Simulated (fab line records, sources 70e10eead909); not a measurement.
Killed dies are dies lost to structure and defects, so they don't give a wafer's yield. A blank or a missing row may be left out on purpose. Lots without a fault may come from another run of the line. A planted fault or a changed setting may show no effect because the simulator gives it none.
Chamber matching | flow nand_harc | NHARC_THIN_TSV_DEP_47 on pecvd-01: 3 sister chambers
The step deposits SiO2, target thk 200 nm. 3 wafers are shown with their chamber, then 7 later ones without.

WAFERS WITH THEIR CHAMBER
wafer  | chamber | throttle_valve_pct (%)
L814.4 | 1       | 14.9
L814.5 | 2       | 15.7
L816.4 | 0       | 15.9

WAFERS WITHOUT THEIR CHAMBER
wafer  | throttle_valve_pct (%)
L816.6 | 15.8
L817.2 | 15.9
L817.5 | 15.1
L817.6 | 15.9
L818.2 | 15.0
L818.4 | 16.0
L818.5 | 15.6

WHICH CHAMBER EACH WENT THROUGH
wafer  | from the rows above     | in truth
L816.6 | can't be placed: 0 or 2 | 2
L817.2 | can't be placed: 0 or 2 | 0
L817.5 | 1                       | 1
L817.6 | can't be placed: 0 or 2 | 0
L818.2 | 1                       | 1
L818.4 | can't be placed: 0 or 2 | 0
L818.5 | can't be placed: 2 or 0 | 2
Placed correctly: 2 of 7. Can't be placed from these rows: 5 (the true chamber is among the candidates in 5). Placed wrongly: 0.
How it was worked out, from the rows above alone: a wafer's distance from a chamber is the root of the sum, over the readings, of the square of ((its reading less the chamber's mean) divided by the reading's scatter). The wafer belongs to the nearest chamber; if the next one is less than 2 further off, it can't be placed. A chamber's mean is the mean of its shown wafers. The scatter: with one shown wafer a chamber, the root of the mean of the squares of how far each hidden wafer lies from its nearest shown one.
